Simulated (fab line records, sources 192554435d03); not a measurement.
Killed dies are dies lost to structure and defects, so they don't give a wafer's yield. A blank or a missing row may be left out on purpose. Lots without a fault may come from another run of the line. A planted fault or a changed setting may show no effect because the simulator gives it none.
Split-lot experiment | flow n5_finfet | 7 lots, 33 wafers read, on a route of 1938 steps

THE SPLIT
At N5_MIM_BOT_LITHO_DEVELOP_07 (develop time 60 s), the setting develop_time_s was moved away from the recipe's 60 s on 7 of the 33 wafers read, by +31.6% to +43.3%. The other wafers ran this setting at the recipe's value.

FROM THE SPLIT TO THE READING: what the file shows between them, 1 step
- N5_MIM_BOT_LITHO_HARDBAKE_09: time 120 s

THE READING
cd_nm, in nm, at N5_MIM_BOT_LITHO_CD_MEAS_08 (target cd 3000 nm). Fault-free wafers of this fab line usually give 2999.8 nm, standard deviation 1.9 nm.

wafer  | tool, chamber at the split | develop_time_s as run, s | against the recipe | cd_nm, nm | against lot-mates on the recipe
L076.1 | litho_track-02, 0          | 60                       | recipe             | 2997.4    | -
L076.2 | litho_track-02, 0          | 60                       | recipe             | 2996.6    | -
L076.4 | litho_track-02, 0          | 60                       | recipe             | 2995.5    | -
L077.1 | litho_track-02, 0          | 60                       | recipe             | 3000.9    | -
L077.2 | litho_track-02, 0          | 60                       | recipe             | 2999.8    | -
L077.6 | litho_track-02, 0          | 60                       | recipe             | 2999.7    | -
L082.2 | litho_track-02, 0          | 60                       | recipe             | 2999.6    | -
L082.3 | litho_track-02, 0          | 60                       | recipe             | 2999.3    | -
L082.5 | litho_track-02, 0          | 85.96                    | +43.3%             | 3005.8    | +6.4
L080.1 | litho_track-05, 0          | 60                       | recipe             | 2997.9    | -
L080.2 | litho_track-05, 0          | 60                       | recipe             | 3002.2    | -
L080.3 | litho_track-05, 0          | 60                       | recipe             | 3002.8    | -
L080.4 | litho_track-05, 0          | 60                       | recipe             | 2999.8    | -
L080.5 | litho_track-05, 0          | 60                       | recipe             | 3000.0    | -
L080.6 | litho_track-05, 0          | 60                       | recipe             | 3002.5    | -
L084.1 | litho_track-05, 0          | 60                       | recipe             | 3002.8    | -
L084.2 | litho_track-05, 0          | 82.09                    | +36.8%             | 3006.1    | +5.9
L084.3 | litho_track-05, 0          | 82.09                    | +36.8%             | 3008.0    | +7.8
L084.4 | litho_track-05, 0          | 82.09                    | +36.8%             | 3008.2    | +8.0
L084.5 | litho_track-05, 0          | 60                       | recipe             | 2998.6    | -
L084.6 | litho_track-05, 0          | 60                       | recipe             | 2999.3    | -
L093.1 | litho_track-02, 0          | 60                       | recipe             | 2997.9    | -
L093.2 | litho_track-02, 0          | 60                       | recipe             | 2998.8    | -
L093.3 | litho_track-02, 0          | 60                       | recipe             | 2998.6    | -
L093.4 | litho_track-02, 0          | 60                       | recipe             | 3001.0    | -
L093.5 | litho_track-02, 0          | 60                       | recipe             | 2998.9    | -
L093.6 | litho_track-02, 0          | 60                       | recipe             | 2997.6    | -
L095.1 | litho_track-05, 0          | 60                       | recipe             | 3001.4    | -
L095.2 | litho_track-05, 0          | 78.95                    | +31.6%             | 3007.1    | +7.4
L095.3 | litho_track-05, 0          | 60                       | recipe             | 2997.8    | -
L095.4 | litho_track-05, 0          | 78.95                    | +31.6%             | 3006.4    | +6.7
L095.5 | litho_track-05, 0          | 78.95                    | +31.6%             | 3005.1    | +5.4
L095.6 | litho_track-05, 0          | 60                       | recipe             | 2999.9    | -

THE FIT
A straight line over all 33 wafers: cd_nm changes by +0.2 nm for each +1% of develop_time_s; r = +0.86; the points scatter about the line by 1.8 nm.
The same after taking each lot's own level away (the mean of its wafers on the recipe; 33 wafers): +0.188 nm for each +1%; r = +0.91; scatter 1.3 nm.
On that fit, the largest move of develop_time_s shifts the reading by 8.1 nm.
The lots' own levels span 2996.50 to 3000.87 nm, that is 2.3 times the standard deviation above.
So the lot-to-lot level changes the slope little: the two slopes agree.
Check: with one of the wafers moved furthest among these (+43.3%) left out of the fit, the line predicts +8.65 nm for it against its lot-mates. It came out at +6.35 nm against them.

THE FILE'S OWN FIT
cd_nm changes by +0.186 nm for each +1% of develop_time_s, r = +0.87.
